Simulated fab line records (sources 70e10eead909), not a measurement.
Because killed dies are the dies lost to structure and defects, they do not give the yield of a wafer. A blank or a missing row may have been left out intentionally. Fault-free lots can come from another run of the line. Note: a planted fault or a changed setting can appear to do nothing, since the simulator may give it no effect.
Matching of chambers | flow nandHarc | NHARC_A_CHANNEL_FILL_D1_ALD_25 on aldHk-04 has 4 sister chambers
The step deposits SiOx, target thk 60 nm, pulse time 10 s, ald cycles 600. 14 wafers are shown with their chamber, then 7 later ones without.

WAFERS PAIRED WITH THEIR CHAMBERS
wafer  | chamber | heaterPowerW (W) | heaterPowerOuterW (W) | precursorPulseHeightRel
L077.3 | 2       | 427              | 256                   | 1.019
L077.4 | 3       | 443              | 238                   | 0.997
L077.6 | 2       | 429              | 259                   | 1.003
L079.4 | 0       | 535              | 294                   | 0.979
L079.5 | 1       | 410              | 255                   | 1.006
L079.6 | 0       | 526              | 296                   | 0.984
L080.2 | 2       | 437              | 259                   | 0.988
L080.5 | 2       | 421              | 262                   | 1.009
L080.6 | 1       | 415              | 250                   | 1.049
L090.3 | 3       | 451              | 243                   | 0.983
L090.5 | 3       | 448              | 234                   | 0.959
L090.6 | 0       | 536              | 291                   | 0.981
L092.2 | 1       | 421              | 252                   | 0.999
L092.3 | 3       | 441              | 232                   | 0.992

SIGNATURES (means of the wafers above)
reading                 | chamber 0 | chamber 1 | chamber 2 | chamber 3 | scatter within a chamber
heaterPowerW            | 532.33    | 415.33    | 428.50    | 445.75    | 5.61
heaterPowerOuterW       | 293.67    | 252.33    | 259.00    | 236.75    | 3.38
precursorPulseHeightRel | 0.98133   | 1.01800   | 1.00475   | 0.98275   | 0.0168
Rule: distance of a wafer from a chamber = root of the sum over the readings of ((wafer's reading minus chamber's mean) / reading's scatter) squared. If the next closest chamber is less than 2 further off than the closest, the wafer can't be placed; otherwise it belongs to the closest. The scatter: the root of (the sum of the squares of (reading less its chamber's mean) over the shown wafers, divided by (wafers less chambers)).

WAFERS WITHOUT THEIR CHAMBER
wafer  | heaterPowerW (W) | heaterPowerOuterW (W) | precursorPulseHeightRel
L092.6 | 523              | 299                   | 0.986
L094.1 | 517              | 296                   | 1.029
L094.3 | 410              | 263                   | 0.986
L094.4 | 426              | 258                   | 0.993
L095.2 | 432              | 259                   | 1.014
L095.4 | 404              | 255                   | 1.034
L095.5 | 419              | 256                   | 1.032

WHICH CHAMBER EACH WENT THROUGH
wafer  | from the rows above     | in truth
L092.6 | 0                       | 0
L094.1 | 0                       | 0
L094.3 | can't be placed: 2 or 1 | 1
L094.4 | 2                       | 2
L095.2 | 2                       | 2
L095.4 | 1                       | 1
L095.5 | can't be placed: 1 or 2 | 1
5 of 7 placed correctly. Cannot be placed on the basis of these rows: 2; the candidates contain the true chamber in 2. 0 placed wrongly.
